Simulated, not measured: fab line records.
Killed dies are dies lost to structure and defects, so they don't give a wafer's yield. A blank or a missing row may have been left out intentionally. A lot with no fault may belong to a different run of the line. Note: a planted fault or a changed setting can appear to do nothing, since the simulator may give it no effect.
fab line records	flow n5-finfet
[record] lots = 11	wafers = 32	last-day = 17
route steps=1938 shown MIM_TOP@1834 TV_OPEN@1888 PASSIVATION@1936
lots that met no fault: from a run of the same line without faults
start-h: the number of hours between the record's first day and the start of the first shown wafer of the lot	wait-h: hours since the lot's step before	" the same as in the row above	L1.1+2: several wafers, shown together as one row	- no value, or no start was given	* or withheld: withheld	< > ~ a bound
route shown NAME@n: names a module that has steps shown in the file, with the first one's number in the route	usual: mean and standard deviation over wafers with no fault	same: alike in all rows	chamber/n: place in a boat	sites: per-site readings	_std_site: their standard deviation	_edge_site: mean of outer sites minus mean of inner sites	radius-mm: how far each site lies from the wafer's centre	mask NAME#n: copy n	behind: the tool/chamber that last shaped the wafer	hold: why the lot was held/for how many hours/how that ended	device: the transistor (n, p or np) that didn't switch	end of line: the same wafers' tests at the end of the route	a step with no rows: only its recipe	killed: the dies lost at the first sort to structure and to defects; this is not the yield of the wafer	map: a wafer's dies, x killed, . not, _ none there
set.NAME: the run value of the setting; set.NAME@STEP: its run value at that earlier step	model.NAME: the simulator's own value behind a step, which no gauge read
the route's steps for a sample of lots (tables are steps, rows are wafers)
services: the hour from which a tool's chamber was out of use, counted from the record's first day as start-h (under 0 if before that day), plus the number of hours and why
[[steps]]
[step N5_MIM_TOP_ALD_00]
[recipe] material = Al2O3	target-thk-a = *	temp-c = withheld	ald-precursor-family = TMA	ald-co-reactant = O3	pulse-time-s = withheld	purge-time-s = 3	co-reactant-purge-time-s = withheld	co-reactant-pulse-time-s = 3	ald-cycles = withheld
[usual] precursor-pulse-height-rel = 1.001/0.022
lot.wafer	tool	chamber	start-h	wait-h	precursor-pulse-height-rel
L842.4	ald-hk-03	0	240.36	0.1	0.975
L842.5	"	1	"	"	0.987
L842.6	"	2	"	"	1.027
L843.1	ald-hk-03	0	255.00	0.1	0.998
L843.3	"	3	"	"	1.025
L843.6	"	3	"	"	1.023
L844.1	ald-hk-02	2	268.05	0.1	1.018
L844.3	"	1	"	"	0.986
L844.5	"	3	"	"	0.982
L846.1	ald-hk-03	0	282.66	0.1	0.991
L846.3	"	1	"	"	0.998
L846.5	"	3	"	"	1.005
L849.3	ald-hk-03	0	293.33	0.1	0.984
L849.4	"	3	"	"	1.009
L849.5	"	2	"	"	1.017
L850.2	ald-hk-03	1	313.88	0.1	0.990
L850.3	"	0	"	"	0.989
L850.6	"	3	"	"	1.028
L851.3	ald-hk-02	0	318.38	0.1	0.992
L851.4	"	1	"	"	1.007
L851.5	"	3	"	"	1.009
L855.1	ald-hk-03	1	332.70	0.1	1.007
L855.3	"	2	"	"	1.025
L862.1	ald-hk-02	2	393.30	0.1	1.005
L862.4	"	0	"	"	1.027
L862.6	"	1	"	"	0.984
L861.3	ald-hk-01	3	396.48	0.1	0.968
L861.4	"	2	"	"	1.003
L861.6	"	3	"	"	0.997
L864.3	ald-hk-03	1	397.84	0.1	0.976
L864.4	"	3	"	"	1.006
L864.6	"	1	"	"	0.963
[step N5_MIM_TOP_DEGAS_04]
[recipe] ambient = vacuum	temp-c = 300	time-s = 60
[usual] heater-power-w = 489/40
lot.wafer	tool	chamber	start-h	wait-h	heater-power-w
L842.4	pvd-sputter-03	-	241.63	-	473
L842.5	"	-	"	"	454
L842.6	"	-	"	"	481
L843.1	pvd-sputter-01	-	256.93	-	484
L843.3	"	-	"	"	494
L843.6	"	-	"	"	502
L844.1	pvd-sputter-03	-	268.83	-	485
L844.3	"	-	"	"	530
L844.5	"	-	"	"	457
L846.1	pvd-sputter-02	-	283.45	-	455
L846.3	"	-	"	"	505
L846.5	"	-	"	"	593
L849.3	pvd-sputter-03	-	294.55	-	448
L849.4	"	-	"	"	503
L849.5	"	-	"	"	528
L850.2	pvd-sputter-01	-	314.58	-	473
L850.3	"	-	"	"	466
L850.6	"	-	"	"	484
L851.3	pvd-sputter-01	-	322.74	-	475
L851.4	"	-	"	"	473
L851.5	"	-	"	"	484
L855.1	pvd-sputter-01	-	333.64	-	477
L855.3	"	-	"	"	500
L862.1	pvd-sputter-02	-	393.85	-	621
L862.4	"	-	"	"	474
L862.6	"	-	"	"	604
L861.3	pvd-sputter-02	-	397.49	-	500
L861.4	"	-	"	"	475
L861.6	"	-	"	"	512
L864.3	pvd-sputter-01	-	402.46	-	485
L864.4	"	-	"	"	472
L864.6	"	-	"	"	497
[step N5_MIM_TOP_SPUTTER_03]
[recipe] material = TiN	target-thk-a = 350	temp-c = 200	power-w = 3000	chamber-pressure-pa = 0.49996	gas = Ar	reactive-partial-pa = 0.37997	time-s = 89.7
[usual] throttle-valve-pct = 30.1/0.95
lot.wafer	tool	chamber	start-h	wait-h	throttle-valve-pct
L842.4	pvd-sputter-03	-	241.67	0.0	29.3
L842.5	"	-	"	"	29.6
L842.6	"	-	"	"	29.1
L843.1	pvd-sputter-01	-	256.97	0.0	31.8
L843.3	"	-	"	"	30.8
L843.6	"	-	"	"	30.7
L844.1	pvd-sputter-03	-	268.87	0.0	29.0
L844.3	"	-	"	"	31.8
L844.5	"	-	"	"	30.1
L846.1	pvd-sputter-02	-	283.49	0.0	29.1
L846.3	"	-	"	"	29.1
L846.5	"	-	"	"	30.0
L849.3	pvd-sputter-03	-	294.59	0.0	30.1
L849.4	"	-	"	"	29.2
L849.5	"	-	"	"	31.7
L850.2	pvd-sputter-01	-	314.62	0.0	31.8
L850.3	"	-	"	"	29.8
L850.6	"	-	"	"	31.8
L851.3	pvd-sputter-01	-	322.78	0.0	32.1
L851.4	"	-	"	"	29.9
L851.5	"	-	"	"	29.9
L855.1	pvd-sputter-01	-	333.68	0.0	30.0
L855.3	"	-	"	"	30.7
L862.1	pvd-sputter-02	-	393.89	0.0	29.7
L862.4	"	-	"	"	29.0
L862.6	"	-	"	"	29.7
L861.3	pvd-sputter-02	-	397.53	0.0	29.1
L861.4	"	-	"	"	28.9
L861.6	"	-	"	"	29.2
L864.3	pvd-sputter-01	-	402.50	0.0	32.2
L864.4	"	-	"	"	30.1
L864.6	"	-	"	"	30.6
[step N5_PASSIVATION_VIA_ETCH_13]
[recipe] chemistry = CHF3/O2	target = SiO2	target-depth-a = 6600	CHF3_flow_sccm = 50	O2_flow_sccm = 5	Ar_flow_sccm = 200	time-s = 330	mask-material = PR	pressure-mtorr = 30	source-w = 650	bias-w = 170	ion-energy-ev = 200	ends = cleared
[usual] O2_flow_sccm = 5.001/0.016	drypump-motor-current-A = 5.7/0.51	etch-rf-on-time-s = 237/4.2	oes-product-au = 0.73/0.075	rf-vpp-V = 523/7	showerhead-plenum-p-Torr = 2.38/0.078	throttle-valve-pct = 18.73/0.19
lot.wafer	tool	chamber	start-h	wait-h	O2_flow_sccm	drypump-motor-current-A	etch-rf-on-time-s	oes-product-au	rf-hours-counter-h	rf-vpp-V	showerhead-plenum-p-Torr	throttle-valve-pct
L842.4	rie-diel-06	3	245.52	0.0	5.006	5.9	238	0.74	75	521	2.34	18.67
L842.5	"	2	"	"	5.005	5.6	243	0.61	-	523	2.38	18.73
L842.6	"	3	"	"	4.999	5.9	236	0.75	-	521	2.34	18.65
L843.1	rie-diel-01	1	260.57	0.0	4.990	5.7	243	0.66	174	514	2.30	18.58
L843.3	"	2	"	"	4.976	5.0	239	0.71	99	522	2.33	18.65
L843.6	"	2	"	"	4.996	5.0	241	0.70	-	522	2.33	18.61
L844.1	rie-diel-01	0	271.90	0.0	5.001	5.7	243	0.65	178	533	2.50	19.12
L844.3	"	3	"	"	5.022	4.7	236	0.71	120	524	2.32	18.65
L844.5	"	0	"	"	4.986	5.7	243	0.65	-	532	2.50	19.11
L846.1	rie-diel-01	3	286.44	0.0	5.002	4.7	232	0.71	125	523	2.31	18.68
L846.3	"	2	"	"	4.985	4.9	234	0.70	108	522	2.33	18.67
L846.5	"	3	"	"	4.998	4.7	238	0.71	-	524	2.31	18.66
L849.3	rie-diel-06	3	298.90	0.0	4.998	5.9	231	0.74	87	520	2.34	18.68
L849.4	"	0	"	"	4.979	5.8	235	0.80	48	518	2.35	18.62
L849.5	"	2	"	"	4.984	5.7	239	0.61	-	524	2.37	18.74
L850.2	rie-diel-02	1	322.41	0.0	4.993	6.1	234	0.79	46	518	2.36	18.83
L850.3	"	3	"	"	5.000	5.6	241	0.59	248	525	2.46	18.97
L850.6	"	1	"	"	4.991	6.1	238	0.79	-	518	2.36	18.82
L851.3	rie-diel-06	3	327.55	0.0	4.957	5.9	150	0.96	98	520	2.33	18.76
L851.4	"	1	"	"	4.991	6.6	150	1.00	89	538	2.53	18.98
L851.5	"	0	"	"	4.994	5.8	236	0.79	-	518	2.35	18.64
L855.1	rie-diel-06	1	339.33	0.0	5.013	6.6	234	0.74	93	537	2.53	18.92
L855.3	"	0	"	"	5.024	5.8	144	1.05	63	518	2.34	18.71
L862.1	rie-diel-01	1	403.05	0.0	4.989	5.8	242	0.62	221	512	2.28	18.67
L862.4	"	1	"	"	5.008	5.8	241	0.63	-	512	2.28	18.67
L862.6	"	0	"	"	5.037	5.8	249	0.62	-	532	2.49	19.18
L861.3	rie-diel-01	2	403.57	0.0	4.988	5.0	237	0.67	140	521	2.32	18.70
L861.4	"	1	"	"	5.001	5.8	238	0.63	-	514	2.28	18.67
L861.6	"	2	"	"	5.016	5.0	238	0.67	-	521	2.32	18.70
L864.3	rie-diel-01	1	406.74	0.0	5.003	5.8	245	0.62	223	512	2.28	18.66
L864.4	"	0	"	"	5.019	5.7	245	0.62	222	532	2.49	19.19
L864.6	"	0	"	"	5.015	5.7	249	0.62	-	531	2.49	19.19
[step N5_PASSIVATION_PROBE_49]
[usual] defect-limited-yield = 91.3/1.4	killed_at_M0_to_M3 = 35/11	killed_at_M4_up = 14/5.4	killed-at-contacts = 12/6.2	killed-at-front-end = 38/11	killed-at-other = 4.1/2.8	killed-dies = 103/17	killed-on-rim = 13/4	killed-open = 66/13	killed-short = 34/8.2	sort_bin_5_function = 5.1/0.89	sort_bin_6_memory = 3.3/0.72	sort-n-pass = 1077/17	sort-yield-pct = 91.3/1.4
[same] gross-dies = 1180	killed-at-back-side = 0	sort_bin_4_leakage[%] = 0	sort_bin_8_speed[%] = 0
lot.wafer	tool	chamber	start-h	wait-h	defect-limited-yield[%]	killed_at_M0_to_M3	killed_at_M4_up	killed-at-contacts	killed-at-front-end	killed-at-other	killed-dies	killed-on-rim	killed-open	killed-short	sort_bin_5_function[%]	sort_bin_6_memory[%]	sort-n-pass	sort-yield-pct[%]
L844.1	prober-01	-	278.55	0.0	90.3	34	19	10	52	0	115	10	73	38	6.4	2.7	1065	90.3
L844.3	prober-01	-	278.65	0.1	92.0	23	18	5	44	4	94	5	69	24	4.2	3.7	1086	92.0
L844.5	prober-01	-	278.75	0.2	91.8	31	14	14	37	1	97	8	59	32	4.7	3.2	1083	91.8
L850.2	prober-01	-	328.92	0.1	91.1	44	11	11	33	6	105	15	66	36	5.3	3.2	1075	91.1
L850.3	prober-01	-	328.97	0.1	91.4	44	10	4	39	5	102	14	63	38	5.1	3.3	1078	91.4
L850.6	prober-01	-	329.12	0.3	92.5	33	13	8	28	7	89	12	53	32	4.4	2.9	1091	92.5
L851.3	prober-01	-	334.87	0.1	89.9	24	13	26	54	2	119	14	76	39	6.2	3.6	1061	89.9
L851.4	prober-01	-	334.92	0.2	91.0	23	15	22	43	3	106	14	69	34	5.1	3.6	1074	91.0
L851.5	prober-01	-	334.97	0.2	91.9	25	14	18	36	2	95	8	64	28	6.0	1.9	1085	91.9
L855.1	prober-02	-	345.97	0.0	92.2	23	13	12	39	5	92	17	59	29	4.2	3.3	1088	92.2
L855.3	prober-02	-	346.07	0.1	89.7	27	15	7	68	5	122	13	81	40	6.1	3.7	1058	89.7
L862.1	prober-01	-	410.42	0.0	90.5	40	11	15	42	4	112	14	74	38	5.1	4.0	1068	90.5
L862.4	prober-01	-	410.57	0.2	87.1	75	8	17	50	2	152	11	93	59	8.0	3.9	1028	87.1
L862.6	prober-01	-	410.67	0.3	91.4	46	10	7	33	5	101	18	68	27	5.0	3.1	1079	91.4
// killed by level:class
L844.1 BEOL_M1:geometric-particle:open=15 FIN_SAQP:geometric-particle:open=10 STI_FIN_REVEAL:geometric-particle:open=10 MOL_CONTACT_COAG:geometric-particle:open=9 STARTING-WAFER:geometric-particle:short=8 BEOL_M1:geometric-particle:short=7 FIN_SAQP:geometric-particle:short=6 BEOL_M4:geometric-particle:open=5
L844.3 FIN_SAQP:geometric-particle:open=20 BEOL_M3:geometric-particle:open=8 BEOL_M4:geometric-particle:open=7 STI_FIN_REVEAL:geometric-particle:open=6 DUMMY_GATE:geometric-particle:open=6 FIN_SAQP:geometric-particle:short=5 BEOL_M0_SAQP:geometric-particle:short=4 BEOL_M1:geometric-particle:open=4
L844.5 FIN_SAQP:geometric-particle:open=11 BEOL_M3:geometric-particle:open=8 MOL_CONTACT_COAG:geometric-particle:open=7 MOL_CONTACT_COAG:geometric-particle:short=5 DUMMY_GATE:geometric-particle:open=5 BEOL_M0_SAQP:geometric-particle:short=5 BEOL_M1:geometric-particle:open=5 FIN_SAQP:geometric-particle:short=4
L850.2 BEOL_M0_SAQP:geometric-particle:open=11 FIN_SAQP:geometric-particle:open=10 MOL_CONTACT_COAG:geometric-particle:open=10 BEOL_M0_SAQP:geometric-particle:short=10 BEOL_M2:geometric-particle:open=7 FIN_SAQP:geometric-particle:short=5 BEOL_M1:geometric-particle:open=4 BEOL_M1:geometric-particle:short=4
L850.3 BEOL_M0_SAQP:geometric-particle:open=12 FIN_SAQP:geometric-particle:open=10 BEOL_M0_SAQP:geometric-particle:short=10 FIN_SAQP:geometric-particle:short=6 DUMMY_GATE:geometric-particle:open=6 BEOL_M1:geometric-particle:open=5 BEOL_M2:geometric-particle:open=5 BEOL_M3:geometric-particle:open=4
L850.6 FIN_SAQP:geometric-particle:open=7 BEOL_M3:geometric-particle:open=7 MOL_CONTACT_COAG:geometric-particle:open=6 BEOL_M0_SAQP:geometric-particle:short=6 STI_FIN_REVEAL:geometric-particle:open=5 BEOL_M0_SAQP:geometric-particle:open=5 ILD0:geometric-particle:short=4 BEOL_M1:geometric-particle:short=4
L851.3 MOL_CONTACT_COAG:geometric-particle:open=23 FIN_SAQP:geometric-particle:open=15 FIN_SAQP:geometric-particle:short=13 BEOL_M0_SAQP:geometric-particle:short=7 GATE_CUT:geometric-particle:open=6 STI_FIN_REVEAL:geometric-particle:open=5 BEOL_M4:geometric-particle:open=4 BEOL_M3:geometric-particle:open=4
L851.4 MOL_CONTACT_COAG:geometric-particle:open=14 STI_FIN_REVEAL:geometric-particle:open=11 MOL_CONTACT_COAG:geometric-particle:short=8 BEOL_M4:geometric-particle:open=8 FIN_SAQP:geometric-particle:open=7 FIN_SAQP:geometric-particle:short=6 BEOL_M2:geometric-particle:open=6 STI_FIN_REVEAL:geometric-particle:short=4
L851.5 MOL_CONTACT_COAG:geometric-particle:open=13 BEOL_M4:geometric-particle:open=10 DUMMY_GATE:geometric-particle:open=7 STI_FIN_REVEAL:geometric-particle:open=6 BEOL_M3:geometric-particle:short=6 BEOL_M1:geometric-particle:open=5 GATE_CUT:geometric-particle:open=4 MOL_CONTACT_COAG:geometric-particle:short=4
L855.1 FIN_SAQP:geometric-particle:open=10 STI_FIN_REVEAL:geometric-particle:open=8 FIN_SAQP:geometric-particle:short=7 MOL_CONTACT_COAG:geometric-particle:open=7 BEOL_M0_SAQP:geometric-particle:short=5 BEOL_M3:geometric-particle:open=5 BEOL_M4:geometric-particle:open=5 BEOL_M0_SAQP:geometric-particle:open=4
L855.3 STI_FIN_REVEAL:geometric-particle:open=23 BEOL_M0_SAQP:geometric-particle:short=8 ILD0:geometric-particle:short=7 MOL_CONTACT_COAG:geometric-particle:open=7 FIN_SAQP:geometric-particle:open=6 FIN_SAQP:geometric-particle:short=6 BEOL_M4:geometric-particle:open=6 DUMMY_GATE:geometric-particle:open=5
L862.1 BEOL_M0_SAQP:geometric-particle:open=15 MOL_CONTACT_COAG:geometric-particle:open=12 BEOL_M0_SAQP:geometric-particle:short=12 GATE_CUT:geometric-particle:short=11 GATE_CUT:geometric-particle:open=8 FIN_SAQP:geometric-particle:open=7 BEOL_M4:geometric-particle:open=6 DUMMY_GATE:geometric-particle:open=4
L862.4 BEOL_M0_SAQP:geometric-particle:open=25 BEOL_M0_SAQP:geometric-particle:short=24 MOL_CONTACT_COAG:geometric-particle:open=12 FIN_SAQP:geometric-particle:open=10 STI_FIN_REVEAL:geometric-particle:open=8 BEOL_M3:geometric-particle:open=8 DUMMY_GATE:geometric-particle:open=7 FIN_SAQP:geometric-particle:short=6
L862.6 BEOL_M0_SAQP:geometric-particle:open=15 BEOL_M0_SAQP:geometric-particle:short=9 BEOL_M1:geometric-particle:open=9 BEOL_M3:geometric-particle:open=7 FIN_SAQP:geometric-particle:open=5 FIN_SAQP:geometric-particle:short=4 DUMMY_GATE:geometric-particle:open=4 MOL_CONTACT_COAG:geometric-particle:open=4
[[services]]
tool	chamber	start-h	hours	kind
rie-diel-01	-	231.04	0.4	repair
rie-diel-06	-	276.05	14.6	pm
rie-diel-02	-	279.98	0.2	repair
rie-diel-02	0	283.46	-	clean
rie-diel-02	0	283.46	-	consumable-replace:focus-ring
rie-diel-02	0	283.46	27.3	scheduled-down
rie-diel-02	0	283.46	27.3	vent-cycle
ald-hk-03	-	286.24	1.2	pm
ald-hk-02	-	289.38	8.7	pm
rie-diel-06	2	307.59	1.2	repair
rie-diel-06	2	308.94	-	clean
rie-diel-06	2	308.94	-	consumable-replace:focus-ring
rie-diel-06	2	308.94	16.3	scheduled-down
rie-diel-06	2	308.94	16.3	vent-cycle
ald-hk-01	-	311.62	4.3	pm
rie-diel-02	0	316.35	5.3	repair
pvd-sputter-02	-	317.00	6.5	repair
ald-hk-02	-	320.80	2.7	repair
rie-diel-02	3	326.91	-	clean
rie-diel-02	3	326.91	-	consumable-replace:focus-ring
rie-diel-06	2	335.32	3.3	repair
ald-hk-03	-	363.00	8.7	pm
rie-diel-02	3	363.11	7.7	repair
rie-diel-01	3	399.61	4.3	repair
[[key]]
[first-sign] step = N5_PASSIVATION_VIA_ETCH_13	reading = etch-rf-on-time-s	direction = down	sigmas = 21	usual = *	struck = *
[effect] step = N5_PASSIVATION_VIA_ETCH_13	reading = oes-product-au	direction = up	sigmas = 3.7	usual = 0.73	struck = 1.01
met-at N5_PASSIVATION_VIA_ETCH_13
struck-lots L851,L855
struck-wafers L851.3,L851.4,L855.3
not-acting-at N5_MIM_TOP_ALD_00,N5_MIM_TOP_DEGAS_04,N5_MIM_TOP_SPUTTER_03
onset-between 298.90 327.55
[fault] kind = process-parameter-drift	tool = rie-diel-06	chamber = -	onset-h = 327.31	steps = N5_PASSIVATION_VIA_ETCH_13	channel = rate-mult	offset = 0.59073	shape = step	end-h = 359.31	scope = struck-wafers-only
